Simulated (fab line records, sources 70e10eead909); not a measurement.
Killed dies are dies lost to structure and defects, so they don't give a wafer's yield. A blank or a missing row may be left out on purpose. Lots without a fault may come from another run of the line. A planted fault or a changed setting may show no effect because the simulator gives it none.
fab line records | flow nand_harc
record lots=11 wafers=33 last_day=33
route steps=1302 shown A_CHANNEL_HOLE_D1@468 A_CHANNEL_FILL_D1@492 END@1302
lots that met no fault: from a run of the same line without faults
start_h: hours from the record's first day to the start of the lot's first wafer shown | wait_h: hours since the lot's step before | " the same as in the row above | L1.1+2: a row that stands for several wafers | - no value, or no start given | * or withheld: withheld | < > ~ a bound
route shown NAME@n: a module of which the file shows steps, and the number in the route of the first | usual: mean/standard deviation of fault-free wafers | same: alike in all rows | chamber/n: place in a boat | sites: the reading at each site | _std_site: their standard deviation | _edge_site: outer sites' mean less inner sites' | radius_mm: how far each site lies from the wafer's centre | mask NAME#n: copy n | behind: the tool/chamber that last shaped the wafer | hold: why the lot was held/for how many hours/how that ended | device: the transistor (n, p or np) that didn't switch | end of line: the same wafers' tests at the end of the route | a step without rows: its recipe alone | killed: dies lost to structure and defects at the first sort, not the wafer's yield | map: a wafer's dies, x killed, . not, _ none there
set.NAME: the setting as run; set.NAME@STEP: as run at that earlier step | model.NAME: the simulator's own value behind a step, which no gauge read
steps of the route over a sample of lots; a table a step, a row a wafer
services: from which hour (start_h, from the record's first day; less than 0 if before it) a tool's chamber was out of use, for how many hours, and why
## steps
# step NHARC_A_CHANNEL_HOLE_D1_ETCH_34
# recipe target_depth_a=1540 time_s=77 cf4_flow_sccm=100 chf3_flow_sccm=30 ar_flow_sccm=0 rf_w=500 bias_w=200 chemistry=CF4/CHF3
# usual drypump_motor_current_A=5.7/0.38 oes_product_au=0.945/0.021 rf_vpp_V=370.1/2.3 showerhead_plenum_p_Torr=1.56/0.067 throttle_valve_pct=16.802/0.009
# columns lot.wafer tool chamber start_h wait_h drypump_motor_current_A oes_product_au rf_hours_counter_h rf_vpp_V showerhead_plenum_p_Torr throttle_valve_pct
L540.4 rie_diel-02 1 - - 6.1 0.922 47 374.7 1.69 16.792
L540.1 " 2 " " 5.6 0.931 45 369.4 1.50 16.796
L540.2 " 3 " " 5.6 0.935 42 368.4 1.54 16.804
L541.3 rie_diel-02 3 - - 5.7 0.957 43 368.0 1.53 16.808
L541.1 " 0 " " 5.6 0.962 48 368.2 1.52 16.819
L541.4 " 1 " " 6.1 0.974 49 375.5 1.69 16.798
L542.2 rie_diel-13 3 - - 6.6 0.951 7 371.4 1.61 16.796
L542.3 " 0 " " 5.3 0.945 7 369.9 1.55 16.797
L542.4 " 1 " " 5.6 0.966 8 370.9 1.59 16.790
L543.1 rie_diel-07 3 - - 5.8 0.929 7 367.4 1.48 16.794
L543.6 " 3 " " 5.8 0.934 - 368.4 1.48 16.817
L543.5 " 0 " " 5.1 0.933 - 372.3 1.65 16.797
L546.2 rie_diel-07 3 - - 5.8 0.944 8 368.1 1.48 16.819
L546.1 " 0 " " 5.0 0.939 9 373.4 1.65 16.793
L546.5 " 2 " " 5.8 0.921 - 369.0 1.52 16.818
L549.1 rie_diel-07 0 - - 5.0 0.940 11 372.7 1.65 16.809
L549.4 " 1 " " 5.3 0.922 11 371.0 1.57 16.802
L549.5 " 0 " " 5.1 0.943 - 373.1 1.65 16.790
L548.1 rie_diel-02 1 - - 6.1 0.991 10 373.5 1.68 16.804
L548.2 " 2 " " 5.5 0.970 12 368.4 1.49 16.797
L548.6 " 1 " " 6.1 0.981 - 375.1 1.68 16.801
L550.3 rie_diel-07 3 - - 5.8 0.944 12 366.8 1.48 16.806
L550.2 " 0 " " 5.0 0.939 12 373.5 1.65 16.787
L550.6 " 2 " " 5.8 0.934 - 370.6 1.52 16.791
L560.4 rie_diel-07 1 - - 5.4 0.957 6 370.6 1.57 16.807
L560.1 " 2 " " 5.8 0.968 6 368.8 1.52 16.817
L560.3 " 0 " " 5.1 0.974 6 372.3 1.65 16.805
L561.3 rie_diel-07 2 - - 5.7 0.938 6 369.3 1.52 16.801
L561.5 " 1 " " 5.3 0.934 - 370.6 1.57 16.807
L561.6 " 2 " " 5.8 0.942 - 369.1 1.52 16.790
L563.3 rie_diel-02 0 - - 5.6 0.984 0 368.7 1.51 16.807
L563.2 " 1 " " 6.1 0.975 0 373.5 1.67 16.809
L563.4 " 2 " " 5.6 0.962 - 367.9 1.48 16.806
# step NHARC_A_CHANNEL_HOLE_D1_ETCH_44
# recipe target_depth_a=1400 overetch_a=140 time_s=77 ion_energy_ev=100 cf4_flow_sccm=80 o2_flow_sccm=20 ar_flow_sccm=0 rf_w=300 bias_w=100 chemistry=CF4/O2
# usual drypump_motor_current_A=5.6/0.32 o2_flow_sccm=20.01/0.058 oes_product_au=1.009/0.0094 rf_vpp_V=197.4/1.5 showerhead_plenum_p_Torr=1.31/0.054 throttle_valve_pct=13.397/0.0097
# columns lot.wafer tool chamber start_h wait_h drypump_motor_current_A o2_flow_sccm oes_product_au rf_hours_counter_h rf_vpp_V showerhead_plenum_p_Torr throttle_valve_pct
L540.1 rie_diel-02 3 189.04 0.1 5.7 19.92 1.011 43 199.9 1.30 13.398
L540.4 " 0 " " 5.6 20.03 0.998 47 195.4 1.29 13.389
L540.2 " 1 " " 6.1 20.11 0.999 48 199.5 1.43 13.398
L541.3 rie_diel-02 2 197.62 0.1 5.6 20.01 1.018 48 195.8 1.27 13.388
L541.1 " 3 " " 5.7 19.96 1.013 44 196.9 1.30 13.383
L541.4 " 0 " " 5.6 20.03 0.992 49 196.7 1.29 13.391
L542.2 rie_diel-07 1 211.12 0.1 5.3 20.02 1.012 7 197.7 1.33 13.406
L542.3 " 2 " " 5.8 19.99 1.019 7 197.3 1.29 13.399
L542.4 " 0 " " 5.0 20.02 1.011 7 200.0 1.40 13.397
L543.1 rie_diel-07 0 222.52 0.1 5.0 19.95 1.004 8 200.6 1.40 13.393
L543.5 " 0 " " 5.1 19.97 1.013 - 200.1 1.40 13.398
L543.6 " 1 " " 5.3 20.03 1.005 - 199.0 1.33 13.380
L546.2 rie_diel-07 1 239.88 0.1 5.4 19.99 1.005 10 197.2 1.33 13.396
L546.1 " 0 " " 5.1 20.03 1.013 9 199.2 1.40 13.393
L546.5 " 1 " " 5.4 19.94 1.008 - 196.2 1.33 13.397
L548.2 rie_diel-07 3 269.59 0.1 5.8 20.11 1.023 11 196.9 1.25 13.395
L548.1 " 0 " " 5.0 19.93 1.018 12 197.7 1.40 13.397
L548.6 " 0 " " 5.1 19.96 1.015 - 200.5 1.40 13.390
L549.1 rie_diel-07 2 273.17 0.1 5.8 20.08 1.006 12 194.9 1.29 13.399
L549.4 " 3 " " 5.8 20.07 1.013 - 195.7 1.25 13.406
L549.5 " 3 " " 5.8 19.97 1.021 - 195.0 1.25 13.404
L550.2 rie_diel-07 3 284.87 0.1 5.8 20.06 1.018 13 195.5 1.25 13.383
L550.3 " 0 " " 5.1 20.06 1.009 13 198.6 1.40 13.407
L550.6 " 3 " " 5.8 20.07 1.006 - 195.2 1.25 13.397
L560.1 rie_diel-07 3 390.91 0.1 5.8 20.08 1.030 7 195.4 1.25 13.390
L560.4 " 0 " " 5.0 19.90 1.010 7 199.6 1.40 13.401
L560.3 " 1 " " 5.3 20.02 1.001 7 196.3 1.33 13.382
L561.3 rie_diel-07 0 395.14 0.1 5.0 19.97 1.015 8 200.9 1.40 13.407
L561.5 " 2 " " 5.8 19.85 1.022 - 195.9 1.29 13.408
L561.6 " 3 " " 5.8 19.96 1.022 - 194.9 1.25 13.388
L563.3 rie_diel-07 2 414.55 0.1 5.7 20.06 1.016 8 196.7 1.29 13.395
L563.2 " 3 " " 5.8 19.91 1.021 8 196.0 1.25 13.394
L563.4 " 0 " " 5.1 20.04 1.012 9 198.0 1.40 13.395
# step NHARC_A_CHANNEL_FILL_D1_ALD_02
# recipe target_thk_a=60 pulse_time_s=10 ald_cycles=60 temp_c=300 material=SiO2
# usual heater_power_w=477/53 precursor_pulse_height_rel=1.003/0.022 susceptor_temp_C=299.98/0.19
# columns lot.wafer tool chamber start_h wait_h heater_power_w precursor_pulse_height_rel susceptor_temp_C
L540.4 ald_hk-03 2 190.22 - 431 0.990 300.34
L540.2 " 3 " " 399 0.972 300.36
L540.1 " 0 " " 530 0.976 300.26
L541.3 ald_hk-01 0 198.82 - 451 0.950 -
L541.1 " 1 " " 514 1.051 -
L541.4 " 3 " " 430 0.988 -
L542.2 ald_hk-01 0 212.30 - 446 1.005 299.73
L542.3 " 1 " " 516 0.989 299.76
L542.4 " 2 " " 386 0.986 299.82
L543.1 ald_hk-04 0 224.61 - 518 1.026 300.34
L543.5 " 1 " " 549 0.959 299.62
L543.6 " 2 " " 527 0.998 300.04
L546.2 ald_hk-04 1 241.14 - 552 0.977 299.83
L546.1 " 3 " " 479 1.029 300.08
L546.5 " 0 " " 517 0.973 300.16
L548.1 ald_hk-04 3 270.96 - 480 0.968 299.93
L548.2 " 1 " " 552 0.999 299.94
L548.6 " 3 " " 473 0.988 299.79
L549.4 ald_hk-01 1 275.15 - 540 1.000 299.50
L549.1 " 2 " " 386 0.987 299.81
L549.5 " 2 " " 393 0.985 299.62
L550.3 ald_hk-01 3 286.05 - 435 0.966 300.02
L550.2 " 1 " " 514 1.017 300.20
L550.6 " 0 " " 454 0.994 300.13
L560.1 ald_hk-01 0 392.08 - 511 0.968 300.01
L560.4 " 2 " " 388 1.020 299.86
L560.3 " 3 " " 450 1.021 299.93
L561.3 ald_hk-04 2 397.56 - 540 0.992 300.05
L561.5 " 2 " " 551 0.987 300.42
L561.6 " 3 " " 491 1.019 299.87
L563.2 ald_hk-03 3 415.72 - 418 1.005 300.06
L563.4 " 1 " " 429 1.017 300.20
L563.3 " 2 " " 409 1.046 300.10
# step NHARC_A_CHANNEL_FILL_D1_ALD_03
# recipe target_thk_a=60 pulse_time_s=60 ald_cycles=58 temp_c=630 pressure_torr=2 material=SiNx
# usual precursor_pulse_height_rel=0.999/0.02 susceptor_temp_C=629.95/0.27
# columns lot.wafer tool chamber start_h wait_h precursor_pulse_height_rel susceptor_temp_C
L540.1 ald_sin_batch-01 0 193.66 - 1.031 630.12
L540.2 " 0 " " 0.983 629.89
L540.4 " 0 " " 1.021 630.16
L541.1 ald_sin_batch-03 0 202.26 - 1.012 630.05
L541.3 " 0 " " 1.007 629.98
L541.4 " 0 " " 1.026 629.99
L542.2 ald_sin_batch-03 0 215.73 - 1.008 -
L542.3 " 0 " " 1.005 -
L542.4 " 0 " " 0.976 -
L543.1 ald_sin_batch-02 0 227.83 - 1.003 630.32
L543.5 " 0 " " 0.982 629.70
L543.6 " 0 " " 1.034 629.99
L546.1 ald_sin_batch-03 0 244.51 - 1.030 629.64
L546.2 " 0 " " 0.998 630.04
L546.5 " 0 " " 0.999 629.75
L548.1 ald_sin_batch-03 0 275.55 - 1.030 642.56
L548.2 " 0 " " 0.977 642.91
L548.6 " 0 " " 0.974 642.83
L549.1 ald_sin_batch-03 0 281.11 - 0.980 642.83
L549.4 " 0 " " 1.013 642.79
L549.5 " 0 " " 1.002 643.03
L550.2 ald_sin_batch-03 0 292.38 - 0.988 643.10
L550.3 " 0 " " 0.991 643.20
L550.6 " 0 " " 1.025 643.13
L560.1 ald_sin_batch-03 0 395.52 - 0.998 630.25
L560.3 " 0 " " 0.983 630.05
L560.4 " 0 " " 0.981 630.15
L561.3 ald_sin_batch-02 0 401.00 - 0.990 -
L561.5 " 0 " " 0.962 -
L561.6 " 0 " " 0.992 -
L563.2 ald_sin_batch-03 0 419.15 - 0.994 629.45
L563.3 " 0 " " 0.971 630.03
L563.4 " 0 " " 1.017 629.55
# step NHARC_A_CHANNEL_FILL_D1_ALD_15
# recipe target_thk_a=20 pulse_time_s=60 ald_cycles=19 temp_c=630 pressure_torr=2 material=SiNx
# usual precursor_pulse_height_rel=1.000/0.021 susceptor_temp_C=630.0/0.3
# columns lot.wafer tool chamber start_h wait_h precursor_pulse_height_rel susceptor_temp_C
L540.1 ald_sin_batch-01 0 200.34 - 1.018 630.4
L540.2 " 0 " " 0.964 630.1
L540.4 " 0 " " 1.035 630.6
L541.1 ald_sin_batch-03 0 208.93 - 0.993 -
L541.3 " 0 " " 1.007 -
L541.4 " 0 " " 0.997 -
L542.2 ald_sin_batch-02 0 222.41 - 1.050 630.0
L542.3 " 0 " " 1.007 630.0
L542.4 " 0 " " 0.974 629.5
L543.1 ald_sin_batch-02 0 234.56 - 0.987 629.8
L543.5 " 0 " " 1.048 630.0
L543.6 " 0 " " 1.007 629.7
L546.1 ald_sin_batch-02 0 251.20 - 1.027 629.9
L546.2 " 0 " " 1.002 630.2
L546.5 " 0 " " 1.010 630.1
L548.1 ald_sin_batch-03 0 284.65 - 0.997 642.4
L548.2 " 0 " " 0.987 643.1
L548.6 " 0 " " 1.004 643.4
L549.1 ald_sin_batch-03 0 290.36 - 1.014 642.8
L549.4 " 0 " " 0.973 642.7
L549.5 " 0 " " 0.973 642.8
L550.2 ald_sin_batch-03 0 299.07 - 1.001 642.7
L550.3 " 0 " " 0.981 642.8
L550.6 " 0 " " 1.021 642.8
L560.1 ald_sin_batch-03 0 402.22 - 0.960 -
L560.3 " 0 " " 0.994 -
L560.4 " 0 " " 1.019 -
L561.3 ald_sin_batch-03 0 407.67 - 0.996 -
L561.5 " 0 " " 0.992 -
L561.6 " 0 " " 1.023 -
L563.2 ald_sin_batch-01 0 425.89 - 1.017 630.1
L563.3 " 0 " " 0.974 630.0
L563.4 " 0 " " 1.003 630.1
# step NHARC_END_SORT_01
# recipe temp_c=25
# usual killed_at_array=55/22 killed_at_other=0.9/1.2 killed_at_periphery=3.6/2.3 killed_dies=60/22 killed_open=3.2/1.9 killed_short=2.5/1.6
# same gross_dies=677
# columns lot.wafer tool chamber start_h wait_h killed_at_array killed_at_other killed_at_periphery killed_dies killed_open killed_short
L540.1 prober-01 0 562.04 2.5 51 0 1 52 0 2
L540.2 prober-01 0 562.84 2.8 57 1 0 58 1 2
L540.4 prober-01 0 564.42 3.4 51 0 2 53 1 3
L541.1 prober-02 0 570.00 2.5 36 0 5 41 4 3
L541.3 prober-02 0 571.61 3.1 26 1 5 32 3 2
L541.4 prober-02 0 572.42 3.4 43 0 4 47 3 3
L542.2 prober-01 0 579.69 2.8 35 0 4 39 4 2
L542.3 prober-01 0 580.49 3.1 40 0 6 46 4 1
L542.4 prober-01 0 581.28 3.4 46 0 7 53 2 3
L543.1 prober-01 0 589.28 2.5 23 0 5 28 2 5
L543.5 prober-01 0 592.44 3.7 26 1 10 37 6 1
L543.6 prober-01 0 593.23 4.0 22 1 3 26 2 1
L546.1 prober-01 0 615.90 2.5 24 0 3 27 5 0
L546.2 prober-01 0 616.72 2.8 21 0 4 25 2 2
L546.5 prober-01 0 619.15 3.7 21 0 2 23 2 3
L548.1 prober-01 0 639.96 2.5 57 1 5 63 4 3
L548.2 prober-01 0 640.76 2.8 47 3 3 53 3 4
L548.6 prober-01 0 643.93 4.0 47 0 1 48 5 3
L549.1 prober-02 0 640.01 2.5 81 0 4 85 3 4
L549.4 prober-02 0 642.40 3.4 106 0 3 109 6 2
L549.5 prober-02 0 643.19 3.7 75 0 4 79 3 1
L550.2 prober-02 0 656.45 2.8 76 0 6 82 1 2
L550.3 prober-02 0 657.25 3.1 64 1 11 76 2 1
L550.6 prober-02 0 659.66 4.0 78 1 5 84 1 1
L560.1 prober-02 0 771.78 2.5 59 0 4 63 4 1
L560.3 prober-02 0 773.39 3.1 59 0 2 61 3 1
L560.4 prober-02 0 774.20 3.4 55 1 2 58 5 1
L561.3 prober-01 0 773.40 3.1 33 1 5 39 4 4
L561.5 prober-01 0 775.01 3.7 42 1 6 49 9 5
L561.6 prober-01 0 775.82 4.0 24 5 4 33 4 2
L563.2 prober-01 0 794.71 2.8 45 0 3 48 1 3
L563.3 prober-01 0 795.51 3.1 39 0 3 42 0 2
L563.4 prober-01 0 796.30 3.4 41 1 2 44 2 2
# killed by level:class
L540.1 A_CHANNEL_HOLE_D2:chamber_film_flake=38 A_CONTACT:chamber_film_flake=4 A_DECK1_JOINT:chamber_film_flake=3 A_ONON_D2:geometric_particle:short=2 A_STAIRCASE:chamber_film_flake=2 P_M0:chamber_film_flake=1 A_SLIT:chamber_film_flake=1 A_WL_FILL:chamber_film_flake=1
L540.2 A_CHANNEL_HOLE_D2:chamber_film_flake=39 A_CONTACT:chamber_film_flake=7 A_DECK1_JOINT:chamber_film_flake=3 A_STAIRCASE:chamber_film_flake=3 A_SLIT:chamber_film_flake=3 A_CHANNEL_FILL_D1:geometric_particle:open=1 A_WL_FILL:geometric_particle:short=1 STARTING-WAFER:geometric_particle:short=1
L540.4 A_CHANNEL_HOLE_D2:chamber_film_flake=34 A_CONTACT:chamber_film_flake=5 A_WL_FILL:chamber_film_flake=3 A_CHANNEL_HOLE_D1:chamber_film_flake=2 A_STAIRCASE:chamber_film_flake=2 A_SLIT:chamber_film_flake=2 P_STI:geometric_particle:short=1 P_CONTACT:geometric_particle:short=1
L541.1 A_SLIT:chamber_film_flake=13 A_CHANNEL_HOLE_D2:chamber_film_flake=10 A_CONTACT:chamber_film_flake=4 A_ZERO_WELL:chamber_film_flake=2 A_WL_FILL:chamber_film_flake=2 P_M0:geometric_particle:short=1 P_M0:geometric_particle:open=1 P_M2:geometric_particle:open=1
L541.3 A_SLIT:chamber_film_flake=14 A_CHANNEL_HOLE_D2:chamber_film_flake=3 P_M1:chamber_film_flake=2 A_CONTACT:chamber_film_flake=2 P_M2:geometric_particle:open=1 A_SOURCE_PLATE:geometric_particle:short=1 A_ONON_D1:geometric_particle:short=1 A_CHANNEL_FILL_D1:geometric_particle:open=1
L541.4 A_SLIT:chamber_film_flake=24 A_CHANNEL_HOLE_D2:chamber_film_flake=7 A_CONTACT:chamber_film_flake=4 A_WL_FILL:chamber_film_flake=2 P_STI:geometric_particle:open=1 P_STI:geometric_particle:short=1 A_SOURCE_PLATE:geometric_particle:short=1 A_ONON_D1:geometric_particle:open=1
L542.2 A_SLIT:chamber_film_flake=12 A_CHANNEL_HOLE_D2:chamber_film_flake=6 A_ZERO_WELL:chamber_film_flake=5 A_CONTACT:chamber_film_flake=4 P_M0:geometric_particle:open=1 P_M1:geometric_particle:open=1 A_CHANNEL_FILL_D1:geometric_particle:short=1 A_CHANNEL_FILL_D2:geometric_particle:open=1
L542.3 A_SLIT:chamber_film_flake=19 A_CHANNEL_HOLE_D2:chamber_film_flake=8 A_CONTACT:chamber_film_flake=3 P_ZERO_WELL:chamber_film_flake=2 P_BONDPAD:chamber_film_flake=2 A_CHANNEL_HOLE_D1:chamber_film_flake=2 P_CONTACT:geometric_particle:short=1 A_ONON_D1:geometric_particle:open=1
L542.4 A_SLIT:chamber_film_flake=25 A_CONTACT:chamber_film_flake=6 A_CHANNEL_HOLE_D2:chamber_film_flake=5 P_BONDPAD:chamber_film_flake=2 A_ZERO_WELL:chamber_film_flake=2 A_CHANNEL_HOLE_D1:chamber_film_flake=2 A_CHANNEL_FILL_D1:chamber_film_flake=2 P_STI:geometric_particle:short=1
L543.1 A_CHANNEL_HOLE_D2:chamber_film_flake=10 A_CHANNEL_HOLE_D1:chamber_film_flake=4 A_CONTACT:chamber_film_flake=2 P_GATE:geometric_particle:open=1 P_M0:geometric_particle:short=1 A_ONON_D1:geometric_particle:short=1 A_CHANNEL_FILL_D1:geometric_particle:short=1 A_CHANNEL_FILL_D1:geometric_particle:open=1
L543.5 A_CHANNEL_HOLE_D2:chamber_film_flake=9 P_GATE:chamber_film_flake=7 A_STAIRCASE:chamber_film_flake=4 A_ONON_D2:geometric_particle:open=3 A_BLC:chamber_film_flake=2 A_ONON_D1:geometric_particle:short=1 A_CHANNEL_FILL_D2:geometric_particle:open=1 A_CONTACT:geometric_particle:open=1
L543.6 A_CHANNEL_HOLE_D2:chamber_film_flake=8 A_CONTACT:chamber_film_flake=3 A_STAIRCASE:chamber_film_flake=2 A_SLIT:chamber_film_flake=2 A_WL_FILL:chamber_film_flake=2 P_M2:geometric_particle:open=1 A_DECK1_JOINT:geometric_particle:short=1 A_M0:geometric_particle:open=1
L546.1 A_CHANNEL_HOLE_D2:chamber_film_flake=9 A_WL_FILL:chamber_film_flake=3 A_CONTACT:chamber_film_flake=3 A_WL_FILL:geometric_particle:open=2 A_CHANNEL_HOLE_D1:chamber_film_flake=2 A_SLIT:chamber_film_flake=2 P_CONTACT:geometric_particle:open=1 A_ONON_D1:geometric_particle:open=1
L546.2 A_CHANNEL_HOLE_D2:chamber_film_flake=10 P_ZERO_WELL:chamber_film_flake=4 A_WL_FILL:chamber_film_flake=4 A_ONON_D1:geometric_particle:open=1 A_CHANNEL_HOLE_D1:geometric_particle:open=1 A_ONON_D2:geometric_particle:short=1 A_WL_FILL:geometric_particle:short=1 A_CHANNEL_HOLE_D1:chamber_film_flake=1
L546.5 A_CHANNEL_FILL_D1:chamber_film_flake=5 A_CHANNEL_HOLE_D2:chamber_film_flake=5 A_ONON_D2:geometric_particle:short=3 A_CONTACT:chamber_film_flake=3 A_CHANNEL_HOLE_D1:chamber_film_flake=2 A_ONON_D1:geometric_particle:open=1 A_M0:geometric_particle:open=1 P_ZERO_WELL:chamber_film_flake=1
L548.1 A_SLIT:chamber_film_flake=36 A_CONTACT:chamber_film_flake=5 A_CHANNEL_HOLE_D2:chamber_film_flake=4 P_M0:geometric_particle:open=2 A_CHANNEL_FILL_D2:geometric_particle:short=2 A_ZERO_WELL:chamber_film_flake=2 A_CHANNEL_HOLE_D1:chamber_film_flake=2 A_WL_FILL:chamber_film_flake=2
L549.1 A_CHANNEL_HOLE_D2:chamber_film_flake=25 A_CHANNEL_HOLE_D1:chamber_film_flake=22 A_SLIT:chamber_film_flake=16 A_CONTACT:chamber_film_flake=3 A_ONON_D1:geometric_particle:short=2 A_CHANNEL_FILL_D2:geometric_particle:open=2 P_M2:chamber_film_flake=2 A_ZERO_WELL:chamber_film_flake=2
L548.2 A_SLIT:chamber_film_flake=18 A_CHANNEL_HOLE_D2:chamber_film_flake=13 A_ZERO_WELL:chamber_film_flake=5 A_CONTACT:chamber_film_flake=3 P_CONTACT:geometric_particle:short=2 A_CHANNEL_HOLE_D1:chamber_film_flake=2 THIN_TSV:chamber_film_flake=2 A_CHANNEL_HOLE_D1:geometric_particle:short=1
L549.4 A_SLIT:chamber_film_flake=32 A_CHANNEL_HOLE_D1:chamber_film_flake=30 A_CHANNEL_HOLE_D2:chamber_film_flake=28 A_STAIRCASE:chamber_film_flake=4 A_CONTACT:chamber_film_flake=3 A_DECK1_JOINT:geometric_particle:open=2 A_M0:chamber_film_flake=2 P_GATE:geometric_particle:open=1
L549.5 A_CHANNEL_HOLE_D1:chamber_film_flake=23 A_SLIT:chamber_film_flake=21 A_CHANNEL_HOLE_D2:chamber_film_flake=19 A_CONTACT:chamber_film_flake=6 A_WL_FILL:geometric_particle:open=2 P_ZERO_WELL:chamber_film_flake=2 P_M0:geometric_particle:open=1 A_DECK1_JOINT:geometric_particle:short=1
L548.6 A_SLIT:chamber_film_flake=16 A_CHANNEL_HOLE_D2:chamber_film_flake=14 A_CHANNEL_HOLE_D1:chamber_film_flake=3 A_CHANNEL_HOLE_D2:geometric_particle:open=2 A_DECK1_JOINT:chamber_film_flake=2 A_CONTACT:chamber_film_flake=2 A_BONDPAD:chamber_film_flake=2 P_CONTACT:geometric_particle:short=1
L550.2 A_CHANNEL_HOLE_D1:chamber_film_flake=32 A_SLIT:chamber_film_flake=24 A_CHANNEL_HOLE_D2:chamber_film_flake=11 P_STI:chamber_film_flake=2 P_GATE:chamber_film_flake=2 P_M0:chamber_film_flake=2 A_CONTACT:chamber_film_flake=2 A_SOURCE_PLATE:geometric_particle:short=1
L550.3 A_CHANNEL_HOLE_D1:chamber_film_flake=32 A_SLIT:chamber_film_flake=20 A_CHANNEL_HOLE_D2:chamber_film_flake=6 P_M0:chamber_film_flake=4 P_STI:chamber_film_flake=3 P_GATE:chamber_film_flake=3 A_STAIRCASE:chamber_film_flake=3 P_M0:geometric_particle:open=1
L550.6 A_CHANNEL_HOLE_D1:chamber_film_flake=35 A_SLIT:chamber_film_flake=22 A_CHANNEL_HOLE_D2:chamber_film_flake=16 P_GATE:chamber_film_flake=2 P_M0:chamber_film_flake=2 A_DECK1_JOINT:chamber_film_flake=2 A_ONON_D1:geometric_particle:short=1 A_ONON_D2:geometric_particle:open=1
L560.1 A_CHANNEL_HOLE_D2:chamber_film_flake=23 A_CONTACT:chamber_film_flake=13 A_CHANNEL_HOLE_D1:chamber_film_flake=10 A_SLIT:chamber_film_flake=5 P_GATE:chamber_film_flake=2 P_BONDPAD:chamber_film_flake=2 A_WL_FILL:chamber_film_flake=2 A_SOURCE_PLATE:geometric_particle:short=1
L560.3 A_CHANNEL_HOLE_D2:chamber_film_flake=24 A_CHANNEL_HOLE_D1:chamber_film_flake=12 A_SLIT:chamber_film_flake=10 A_CONTACT:chamber_film_flake=4 A_CHANNEL_FILL_D2:chamber_film_flake=3 A_CHANNEL_FILL_D1:chamber_film_flake=2 P_CONTACT:geometric_particle:open=1 A_ONON_D1:geometric_particle:short=1
L561.3 A_CHANNEL_HOLE_D1:chamber_film_flake=12 A_CONTACT:chamber_film_flake=9 A_SLIT:chamber_film_flake=5 A_WL_FILL:geometric_particle:short=2 P_ZERO_WELL:chamber_film_flake=2 P_CONTACT:geometric_particle:open=1 P_M0:geometric_particle:open=1 P_M0:geometric_particle:short=1
L560.4 A_CONTACT:chamber_film_flake=17 A_CHANNEL_HOLE_D2:chamber_film_flake=14 A_CHANNEL_HOLE_D1:chamber_film_flake=5 A_CHANNEL_FILL_D1:chamber_film_flake=5 A_SLIT:chamber_film_flake=5 P_M0:geometric_particle:open=2 A_STAIRCASE:chamber_film_flake=2 A_WL_FILL:chamber_film_flake=2
L561.5 A_CHANNEL_HOLE_D1:chamber_film_flake=14 A_SLIT:chamber_film_flake=7 A_CONTACT:chamber_film_flake=4 A_CHANNEL_HOLE_D1:geometric_particle:open=3 A_CHANNEL_FILL_D2:geometric_particle:open=3 A_CHANNEL_FILL_D1:chamber_film_flake=3 P_GATE:chamber_film_flake=2 A_CHANNEL_HOLE_D2:chamber_film_flake=2
L561.6 A_CHANNEL_HOLE_D1:chamber_film_flake=8 A_SLIT:chamber_film_flake=4 THIN_TSV:chamber_film_flake=4 A_STAIRCASE:chamber_film_flake=3 A_CONTACT:chamber_film_flake=3 A_M0:geometric_particle:open=2 P_ZERO_WELL:chamber_film_flake=2 P_CONTACT:geometric_particle:open=1
L563.2 A_SLIT:chamber_film_flake=33 A_CONTACT:chamber_film_flake=5 P_CONTACT:geometric_particle:short=2 A_CHANNEL_HOLE_D1:chamber_film_flake=2 A_CHANNEL_HOLE_D1:geometric_particle:open=1 A_ONON_D2:geometric_particle:short=1 P_GATE:chamber_film_flake=1 A_DECK1_JOINT:chamber_film_flake=1
L563.3 A_SLIT:chamber_film_flake=21 A_CONTACT:chamber_film_flake=9 P_GATE:chamber_film_flake=2 A_CHANNEL_HOLE_D2:chamber_film_flake=2 A_WL_FILL:chamber_film_flake=2 A_ONON_D1:geometric_particle:short=1 A_ONON_D2:geometric_particle:short=1 P_CONTACT:chamber_film_flake=1
L563.4 A_SLIT:chamber_film_flake=25 A_CONTACT:chamber_film_flake=7 A_DECK1_JOINT:chamber_film_flake=2 A_CHANNEL_HOLE_D2:chamber_film_flake=2 P_M0:geometric_particle:open=1 A_CHANNEL_FILL_D1:geometric_particle:open=1 A_WL_FILL:geometric_particle:short=1 A_CONTACT:geometric_particle:short=1
## services
# columns tool chamber start_h hours kind
rie_diel-13 - 165.67 9.0 pm
rie_diel-07 0 175.41 - clean
rie_diel-07 1 175.41 - clean
rie_diel-07 2 175.41 - clean
rie_diel-02 1 204.14 16.0 repair
ald_hk-03 - 212.77 10.0 pm
rie_diel-02 - 216.81 9.0 pm
ald_sin_batch-01 - 218.46 201.0 repair
ald_hk-04 - 254.21 10.0 pm
rie_diel-13 2 256.24 3.6 repair
rie_diel-13 0 265.24 8.2 repair
rie_diel-07 1 265.50 10.0 repair
ald_hk-03 - 269.14 1.0 repair
ald_sin_batch-02 - 269.92 26.0 pm
rie_diel-07 - 294.41 9.0 pm
ald_hk-01 - 298.59 10.0 pm
rie_diel-13 - 342.98 9.0 pm
rie_diel-02 1 355.00 3.3 repair
rie_diel-13 0 366.74 5.3 repair
rie_diel-13 - 369.69 2.0 repair
ald_hk-03 - 390.77 10.0 pm
rie_diel-02 - 393.83 9.0 pm
rie_diel-02 3 406.93 23.0 repair
rie_diel-13 1 415.40 12.0 repair
## key
first_sign step=NHARC_A_CHANNEL_FILL_D1_ALD_03 reading=susceptor_temp_C direction=up sigmas=47 usual=* struck=*
effect step=NHARC_A_CHANNEL_FILL_D1_ALD_15 reading=susceptor_temp_C direction=up sigmas=42 usual=* struck=*
met_at NHARC_A_CHANNEL_FILL_D1_ALD_03,NHARC_A_CHANNEL_FILL_D1_ALD_15
struck_lots L548,L549,L550
tester_left_out L548,L549,L550
not_acting_at NHARC_A_CHANNEL_HOLE_D1_ETCH_34,NHARC_A_CHANNEL_HOLE_D1_ETCH_44,NHARC_A_CHANNEL_FILL_D1_ALD_02
fault kind=process_parameter_drift tool=ald_sin_batch-03 chamber=- onset_h=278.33 steps=NHARC_A_CHANNEL_FILL_D1_ALD_03,NHARC_A_CHANNEL_FILL_D1_ALD_15,NHARC_A_CHANNEL_FILL_D2_ALD_03,NHARC_A_CHANNEL_FILL_D2_ALD_15 channel=temp_c offset=* shape=step end_h=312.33 stated=*
# tester_left_out: of these lots the tester's yield and bins aren't shown, on N5 and GAA mostly nor the transistor test; their killed dies are dies lost to structure and defects alone, not to doping, threshold or leakage, so they don't give the yield
